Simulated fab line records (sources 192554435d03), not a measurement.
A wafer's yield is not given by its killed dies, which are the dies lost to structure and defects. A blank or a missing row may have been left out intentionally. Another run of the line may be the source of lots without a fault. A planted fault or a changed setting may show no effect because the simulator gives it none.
Which tool was responsible? | flow n5Finfet | Sampling: 24 lots, 72 wafers, 6 of 1938 route steps

## WHAT THE GAUGES READ, wafer by wafer
N5_BEOL_M3_CD_MEAS_35: target cd 18 nm, target cd y 21 nm. Usual: 18.0 nm for cdNm, sd 0.36.
lot  | measured     | on       | cdNm (nm)      | flag
L074 | day 6 21:11  | cdSem-03 | 18.3 18.2 18.3 | 
L075 | day 7 08:24  | cdSem-03 | 18.8 18.5 18.6 | 
L076 | day 7 14:01  | cdSem-01 | 17.7 17.8 17.6 | 
L077 | day 7 18:15  | cdSem-01 | 18.8 18.2 17.7 | 
L078 | day 7 20:02  | cdSem-03 | 17.5 17.4 18.1 | 
L079 | day 8 03:25  | cdSem-03 | 18.0 18.4 17.9 | 
L080 | day 8 09:50  | cdSem-03 | 18.1 18.1 17.4 | 
L081 | day 9 00:23  | cdSem-03 | 17.7 18.2 18.5 | 
L082 | day 9 15:35  | cdSem-02 | 18.4 17.9 17.9 | 
L083 | day 10 02:05 | cdSem-01 | 17.9 18.4 17.9 | 
L084 | day 10 07:54 | cdSem-03 | 17.9 18.6 18.4 | 
L085 | day 10 08:43 | cdSem-02 | 18.1 17.6 17.7 | 
L086 | day 10 12:41 | cdSem-03 | 17.0 18.2 17.6 | 
L088 | day 10 15:43 | cdSem-03 | 18.6 17.9 17.5 | 
L087 | day 10 16:05 | cdSem-02 | 17.9 18.5 17.7 | 
L089 | day 10 22:28 | cdSem-02 | 18.7 18.3 18.5 | 
L090 | day 10 22:57 | cdSem-02 | 17.9 18.0 17.8 | 
L091 | day 11 23:36 | cdSem-01 | 17.3 18.2 17.3 | 
L092 | day 12 04:22 | cdSem-02 | 17.6 18.1 18.2 | 
L094 | day 12 04:46 | cdSem-02 | 17.4 17.9 17.6 | 
L093 | day 12 08:17 | cdSem-01 | 18.1 18.1 17.4 | 
L095 | day 12 20:43 | cdSem-02 | 17.5 17.9 17.8 | 
L096 | day 13 00:50 | cdSem-01 | 17.9 17.7 17.9 | 
L097 | day 13 00:58 | cdSem-01 | 18.6 17.8 18.3 | 

N5_BEOL_M4_INSPECT_13: inspects for defects (brightfield). Usual: 401 for rawDefectCount, sd 97.
lot  | measured     | on               | rawDefectCount | flag
L074 | day 7 03:22  | defectInspect-02 | 403 433 482    | 
L075 | day 7 14:32  | defectInspect-02 | 444 461 561    | 
L076 | day 7 22:52  | defectInspect-02 | 502 496 507    | 
L077 | day 8 00:02  | defectInspect-02 | 422 412 383    | 
L078 | day 8 01:26  | defectInspect-01 | 432 458 440    | 
L079 | day 8 10:06  | defectInspect-01 | 360 550 316    | 
L080 | day 8 16:58  | defectInspect-01 | 211 370 298    | 
L081 | day 9 07:16  | defectInspect-02 | 297 514 396    | 
L082 | day 9 20:49  | defectInspect-01 | 366 298 273    | 
L083 | day 10 08:15 | defectInspect-01 | 551 596 640    | 
L084 | day 10 13:14 | defectInspect-01 | 333 353 411    | 
L085 | day 10 16:10 | defectInspect-02 | 353 317 460    | 
L086 | day 10 19:50 | defectInspect-01 | 343 354 365    | 
L088 | day 10 21:06 | defectInspect-01 | 202 285 337    | 
L087 | day 10 21:15 | defectInspect-01 | 267 252 240    | 
L089 | day 11 04:16 | defectInspect-02 | 371 381 411    | 
L090 | day 11 04:29 | defectInspect-02 | 393 404 536    | 
L091 | day 12 05:26 | defectInspect-02 | 358 360 359    | 
L092 | day 12 09:17 | defectInspect-01 | 284 397 314    | 
L094 | day 12 11:47 | defectInspect-02 | 354 487 497    | 
L093 | day 12 12:47 | defectInspect-01 | 347 343 387    | 
L095 | day 13 02:10 | defectInspect-02 | 349 534 274    | 
L096 | day 13 06:06 | defectInspect-02 | 432 443 422    | 
L097 | day 13 06:16 | defectInspect-01 | 487 425 478    | 

## WHAT TOOL EACH LOT RAN ON (gives the tool, then ch and the chambers of the sampled wafers, and finally the start)
lot  | N5_BEOL_M3_ALD_98                | N5_BEOL_M3_STRIP_97                          | N5_BEOL_M3_ANNEAL_51            | N5_BEOL_M3_DEP_57
L074 | aldSin-01 ch 0,2,3, day 6 19:56  | rieDiel-02 ch 0,1,3, day 6 21:11 or earlier  | rtpAnneal-02 ch 0, day 7 01:00  | pecvd-04 ch 0,2, day 7 01:46
L075 | aldSin-04 ch 0,2,3, day 7 03:11  | rieDiel-02 ch 0,3, day 7 08:24 or earlier    | rtpAnneal-01 ch 0, day 7 12:23  | pecvd-04 ch 0,1,2, day 7 13:07
L076 | aldSin-04 ch 0,1,3, day 7 11:46  | rieDiel-02 ch 0,1,3, day 7 14:01 or earlier  | rtpAnneal-01 ch 0, day 7 19:37  | pecvd-03 ch 0,2, day 7 20:31
L077 | aldSin-03 ch 0,1,2, day 7 13:22  | rieDiel-05 ch 2,3, day 7 18:15 or earlier    | rtpAnneal-01 ch 0, day 7 21:09  | pecvd-03 ch 1,2, day 7 21:57
L078 | aldSin-03 ch 1,3, day 7 19:19    | rieDiel-02 ch 0,3, day 7 20:02 or earlier    | rtpAnneal-01 ch 0, day 7 23:16  | pecvd-02 ch 0,1,2, day 8 00:09
L079 | aldSin-04 ch 1,3, day 8 02:40    | rieDiel-06 ch 0,1,2, day 8 03:25 or earlier  | rtpAnneal-02 ch 0, day 8 06:31  | pecvd-03 ch 0,2, day 8 07:32
L080 | aldSin-04 ch 1,2,3, day 8 06:07  | rieDiel-05 ch 0,1,2, day 8 09:50 or earlier  | rtpAnneal-01 ch 0, day 8 13:37  | pecvd-04 ch 1,2, day 8 14:25
L081 | aldSin-04 ch 0,1,2, day 8 19:22  | rieDiel-06 ch 0,1,2, day 9 00:23 or earlier  | rtpAnneal-01 ch 0, day 9 04:58  | pecvd-04 ch 0,1,2, day 9 05:45
L082 | aldSin-04 ch 0,3, day 9 06:19    | rieDiel-02 ch 0,2, day 9 15:35 or earlier    | rtpAnneal-01 ch 0, day 9 18:40  | pecvd-04 ch 1,2, day 9 19:26
L083 | aldSin-04 ch 0,1,2, day 10 00:02 | rieDiel-05 ch 0,1,3, day 10 02:05 or earlier | rtpAnneal-01 ch 0, day 10 05:23 | pecvd-04 ch 0,1,2, day 10 06:11
L084 | aldSin-03 ch 2,3, day 10 01:05   | rieDiel-02 ch 0,1, day 10 07:54 or earlier   | rtpAnneal-02 ch 0, day 10 11:01 | pecvd-03 ch 0,2, day 10 11:49
L085 | aldSin-04 ch 0,1,3, day 10 04:43 | rieDiel-05 ch 2,3, day 10 08:43 or earlier   | rtpAnneal-01 ch 0, day 10 12:55 | pecvd-04 ch 0,1,2, day 10 14:02
L086 | aldSin-01 ch 1,2,3, day 10 05:29 | rieDiel-06 ch 0,1,3, day 10 12:41 or earlier | rtpAnneal-02 ch 0, day 10 15:49 | pecvd-02 ch 1,2, day 10 16:34
L088 | aldSin-04 ch 1,2, day 10 10:22   | rieDiel-06 ch 0,1,3, day 10 15:43 or earlier | rtpAnneal-01 ch 0, day 10 18:48 | pecvd-03 ch 0,2, day 10 19:35
L087 | aldSin-04 ch 0,1, day 10 15:03   | rieDiel-06 ch 0,2,3, day 10 16:05 or earlier | rtpAnneal-02 ch 0, day 10 19:08 | pecvd-02 ch 1,2, day 10 19:56
L089 | aldSin-04 ch 1,2, day 10 21:07   | rieDiel-06 ch 2,3, day 10 22:28 or earlier   | rtpAnneal-01 ch 0, day 11 01:17 | pecvd-02 ch 0,1,2, day 11 02:04
L090 | aldSin-04 ch 0,2, day 10 22:17   | rieDiel-02 ch 0,1,3, day 10 22:57 or earlier | rtpAnneal-01 ch 0, day 11 02:02 | pecvd-03 ch 0,1,2, day 11 02:49
L091 | aldSin-01 ch 0,1,3, day 11 04:54 | rieDiel-05 ch 1,2,3, day 11 23:36 or earlier | rtpAnneal-01 ch 0, day 12 03:19 | pecvd-04 ch 0,1, day 12 04:04
L092 | aldSin-01 ch 0,1,3, day 11 19:46 | rieDiel-02 ch 0,1,3, day 12 04:22 or earlier | rtpAnneal-02 ch 0, day 12 07:20 | pecvd-02 ch 1,2, day 12 08:17
L094 | aldSin-03 ch 2,3, day 12 01:27   | rieDiel-06 ch 2,3, day 12 04:46 or earlier   | rtpAnneal-01 ch 0, day 12 09:13 | pecvd-04 ch 0,2, day 12 09:58
L093 | aldSin-03 ch 0,2, day 12 06:46   | rieDiel-06 ch 0,2,3, day 12 08:17 or earlier | rtpAnneal-02 ch 0, day 12 11:17 | pecvd-04 ch 0,1, day 12 12:01
L095 | aldSin-03 ch 0,1,3, day 12 18:32 | rieDiel-02 ch 0,1,2, day 12 20:43 or earlier | rtpAnneal-02 ch 0, day 12 23:35 | pecvd-04 ch 0,1,2, day 13 00:23
L096 | aldSin-03 ch 0,1,3, day 12 18:38 | rieDiel-02 ch 0,1,3, day 13 00:50 or earlier | rtpAnneal-02 ch 0, day 13 04:08 | pecvd-02 ch 0,1,2, day 13 04:55
L097 | aldSin-04 ch 0,3, day 12 21:08   | rieDiel-06 ch 1,2,3, day 13 00:58 or earlier | rtpAnneal-01 ch 0, day 13 04:17 | pecvd-02 ch 1,2, day 13 05:04
- N5_BEOL_M3_ALD_98: deposits SiO2, target thk 2.5 nm, pulse time 1 s, co reactant pulse time 1 s.
- N5_BEOL_M3_STRIP_97: strips in N2/H2, time 10 s.
- N5_BEOL_M3_ANNEAL_51: time 90 s.
- N5_BEOL_M3_DEP_57: deposits SiCN from 3MS/NH3, target thk 8 nm, time 14 s.

## WHAT THE TOOLS THEMSELVES READ (means of the sampled wafers that have a number; where no wafer has one, the mark that the record gives instead)
N5_BEOL_M3_ALD_98. Usual: chamberPressureTorr 2.000 Torr, standard deviation 0.0047; heaterPowerOuterW 39.0 W, standard deviation 3; heaterPowerW 76 W, standard deviation 7.2; precursorPulseHeightRel 0.997, standard deviation 0.018.
lot  | tool      | chamberPressureTorr (Torr) | heaterPowerOuterW (W) | heaterPowerW (W) | precursorPulseHeightRel | flag
L074 | aldSin-01 | 2.004                      | 40.8                  | 80               | 1.001                   | 
L075 | aldSin-04 | 2.000                      | 38.2                  | 76               | 0.987                   | 
L076 | aldSin-04 | 1.999                      | 37.6                  | 73               | 0.990                   | 
L077 | aldSin-03 | 2.001                      | 39.0                  | 78               | 1.009                   | 
L078 | aldSin-03 | 2.007                      | 37.3                  | 75               | 0.979                   | 
L079 | aldSin-04 | 2.007                      | 39.4                  | 75               | 0.993                   | 
L080 | aldSin-04 | 2.000                      | 39.1                  | 78               | 1.019                   | 
L081 | aldSin-04 | 1.998                      | 38.1                  | 76               | 0.987                   | 
L082 | aldSin-04 | 2.000                      | 36.1                  | 69               | 0.986                   | 
L083 | aldSin-04 | 2.004                      | 38.6                  | 74               | 1.000                   | 
L084 | aldSin-03 | 2.001                      | 36.9                  | 71               | 0.989                   | 
L085 | aldSin-04 | 2.001                      | 37.6                  | 72               | 0.997                   | 
L086 | aldSin-01 | 1.996                      | 38.2                  | 77               | 0.987                   | 
L088 | aldSin-04 | 2.000                      | 41.1                  | 80               | 0.991                   | 
L087 | aldSin-04 | 2.003                      | 37.7                  | 73               | 0.989                   | 
L089 | aldSin-04 | 2.002                      | 40.2                  | 79               | 0.996                   | 
L090 | aldSin-04 | 2.000                      | 37.2                  | 71               | 0.990                   | 
L091 | aldSin-01 | 1.997                      | 41.4                  | 82               | 0.989                   | 
L092 | aldSin-01 | 1.996                      | 41.8                  | 83               | 0.986                   | 
L094 | aldSin-03 | 1.999                      | 37.7                  | 70               | 0.997                   | 
L093 | aldSin-03 | 1.999                      | 39.7                  | 81               | 0.989                   | 
L095 | aldSin-03 | 2.003                      | 38.3                  | 79               | 0.995                   | 
L096 | aldSin-03 | 1.997                      | 38.7                  | 79               | 1.018                   | 
L097 | aldSin-04 | 2.004                      | 36.4                  | 68               | 1.019                   | 

N5_BEOL_M3_STRIP_97. Usual: drypumpMotorCurrentA 5.6 A, standard deviation 0.52; oesProductAu 0.79 a.u., standard deviation 0.091; rfVppV 59.3 V, standard deviation 0.84; showerheadPlenumPTorr 2.59 Torr, standard deviation 0.11; tempC 40.01 C, standard deviation 0.1; throttleValvePct 23.7 %, standard deviation 0.4.
lot  | tool       | drypumpMotorCurrentA (A) | oesProductAu (a.u.) | rfVppV (V) | showerheadPlenumPTorr (Torr) | tempC (C) | throttleValvePct (%) | flag
L074 | rieDiel-02 | 5.4                      | 0.74                | 59.1       | 2.57                         | 40.05     | 24.0                 | 
L075 | rieDiel-02 | 5.4                      | 0.75                | 59.2       | 2.64                         | 40.03     | 23.8                 | 
L076 | rieDiel-02 | 5.4                      | 0.73                | 59.0       | 2.56                         | 40.04     | 24.0                 | 
L077 | rieDiel-05 | 5.2                      | 0.73                | 59.1       | 2.65                         | 39.96     | 24.3                 | 
L078 | rieDiel-02 | 5.4                      | 0.75                | 59.5       | 2.64                         | 40.01     | 23.8                 | 
L079 | rieDiel-06 | 5.9                      | 0.77                | 59.1       | 2.54                         | 40.05     | 23.5                 | 
L080 | rieDiel-05 | 5.6                      | 0.77                | 58.8       | 2.54                         | 39.96     | 24.1                 | 
L081 | rieDiel-06 | 5.9                      | 0.76                | 59.3       | 2.54                         | 40.01     | 23.6                 | 
L082 | rieDiel-02 | 5.1                      | 0.88                | 59.2       | 2.68                         | 40.01     | 23.3                 | 
L083 | rieDiel-05 | 5.8                      | 0.77                | 59.1       | 2.54                         | 39.99     | 23.8                 | 
L084 | rieDiel-02 | 5.5                      | 0.89                | 59.0       | 2.68                         | 40.04     | 24.2                 | 
L085 | rieDiel-05 | 5.4                      | 0.72                | 59.5       | 2.65                         | 39.92     | 23.9                 | 
L086 | rieDiel-06 | 6.1                      | 0.76                | 58.7       | 2.58                         | 39.97     | 23.5                 | 
L088 | rieDiel-06 | 6.1                      | 0.77                | 59.7       | 2.58                         | 40.02     | 23.5                 | 
L087 | rieDiel-06 | 5.8                      | 0.80                | 58.9       | 2.51                         | 40.05     | 23.6                 | 
L089 | rieDiel-06 | 6.1                      | 0.86                | 58.7       | 2.54                         | 39.86     | 23.6                 | 
L090 | rieDiel-02 | 5.5                      | 0.80                | 59.3       | 2.66                         | 39.99     | 24.0                 | 
L091 | rieDiel-05 | 5.4                      | 0.76                | 59.9       | 2.62                         | 40.00     | 24.1                 | 
L092 | rieDiel-02 | 5.4                      | 0.79                | 59.5       | 2.65                         | 40.04     | 24.0                 | 
L094 | rieDiel-06 | 6.1                      | 0.85                | 58.8       | 2.54                         | 40.03     | 23.6                 | 
L093 | rieDiel-06 | 5.8                      | 0.78                | 59.5       | 2.51                         | 40.05     | 23.6                 | 
L095 | rieDiel-02 | 5.3                      | 0.86                | 59.9       | 2.67                         | 40.07     | 23.7                 | 
L096 | rieDiel-02 | 5.4                      | 0.79                | 59.9       | 2.65                         | 40.04     | 24.0                 | 
L097 | rieDiel-06 | 6.3                      | 0.81                | 59.7       | 2.60                         | 39.92     | 23.5                 | 

N5_BEOL_M3_ANNEAL_51. Usual: 226.2 for wafer_temp_C_max, sd 0.38.
lot  | tool         | wafer_temp_C_max | flag
L074 | rtpAnneal-02 | 225.5            | 
L075 | rtpAnneal-01 | 226.5            | 
L076 | rtpAnneal-01 | 226.4            | 
L077 | rtpAnneal-01 | 226.4            | 
L078 | rtpAnneal-01 | 226.4            | 
L079 | rtpAnneal-02 | 225.7            | 
L080 | rtpAnneal-01 | 226.4            | 
L081 | rtpAnneal-01 | 226.5            | 
L082 | rtpAnneal-01 | 226.5            | 
L083 | rtpAnneal-01 | 226.3            | 
L084 | rtpAnneal-02 | 225.8            | 
L085 | rtpAnneal-01 | 226.6            | 
L086 | rtpAnneal-02 | 225.7            | 
L088 | rtpAnneal-01 | 226.2            | 
L087 | rtpAnneal-02 | 225.9            | 
L089 | rtpAnneal-01 | 226.2            | 
L090 | rtpAnneal-01 | 226.2            | 
L091 | rtpAnneal-01 | 226.6            | 
L092 | rtpAnneal-02 | 226.1            | 
L094 | rtpAnneal-01 | 226.6            | 
L093 | rtpAnneal-02 | 225.8            | 
L095 | rtpAnneal-02 | 225.5            | 
L096 | rtpAnneal-02 | 225.6            | 
L097 | rtpAnneal-01 | 226.1            | 

N5_BEOL_M3_DEP_57. Usual: chamberPressureTorr 3.000 Torr, standard deviation 0.0072; showerheadPlenumPTorr 3.668 Torr, standard deviation 0.014; throttleValvePct 9.1 %, standard deviation 0.42.
lot  | tool     | chamberPressureTorr (Torr) | showerheadPlenumPTorr (Torr) | throttleValvePct (%) | flag
L074 | pecvd-04 | 2.999                      | 3.677                        | 8.8                  | 
L075 | pecvd-04 | 3.003                      | 3.671                        | 8.8                  | 
L076 | pecvd-03 | 3.001                      | 3.642                        | 9.3                  | 
L077 | pecvd-03 | 2.999                      | 3.666                        | 9.3                  | 
L078 | pecvd-02 | 2.996                      | 3.679                        | 8.9                  | 
L079 | pecvd-03 | 2.998                      | 3.656                        | 9.2                  | 
L080 | pecvd-04 | 3.001                      | 3.669                        | 8.8                  | 
L081 | pecvd-04 | 3.006                      | 3.667                        | 9.0                  | 
L082 | pecvd-04 | 2.997                      | 3.672                        | 8.8                  | 
L083 | pecvd-04 | 3.007                      | 3.672                        | 8.9                  | 
L084 | pecvd-03 | 2.998                      | 3.643                        | 9.3                  | 
L085 | pecvd-04 | 2.995                      | 3.666                        | 8.8                  | 
L086 | pecvd-02 | 2.997                      | 3.669                        | 9.0                  | 
L088 | pecvd-03 | 3.016                      | 3.652                        | 9.3                  | 
L087 | pecvd-02 | 2.996                      | 3.668                        | 9.0                  | 
L089 | pecvd-02 | 3.002                      | 3.672                        | 8.9                  | 
L090 | pecvd-03 | 2.996                      | 3.661                        | 9.6                  | 
L091 | pecvd-04 | 2.998                      | 3.658                        | 9.1                  | 
L092 | pecvd-02 | 3.007                      | 3.674                        | 9.3                  | 
L094 | pecvd-04 | 3.003                      | 3.676                        | 8.6                  | 
L093 | pecvd-04 | 2.999                      | 3.666                        | 9.0                  | 
L095 | pecvd-04 | 3.002                      | 3.663                        | 9.1                  | 
L096 | pecvd-02 | 3.000                      | 3.681                        | 8.9                  | 
L097 | pecvd-02 | 2.998                      | 3.670                        | 9.0                  | 

## THE ANSWER, worked out from the rows above alone
Rule: take the mean of a lot's wafers that have a number; if it is more than 3 standard deviations from the usual mean, the lot is off. A lot without any number at a reading at which 4 lots or more have one is off too. Any other lot the step has rows for is counted as sound. The gauges are gone through in route order, then the tools' own readings, and for those a lot's mean is taken as printed above. The first step at which some lot is off is used, and at that step the reading that is off furthest; a lot without a number counts as furthest.
Nothing can be told from this: no lot is off at any reading shown.

## WHAT WAS PUT IN BY THE SIMULATOR
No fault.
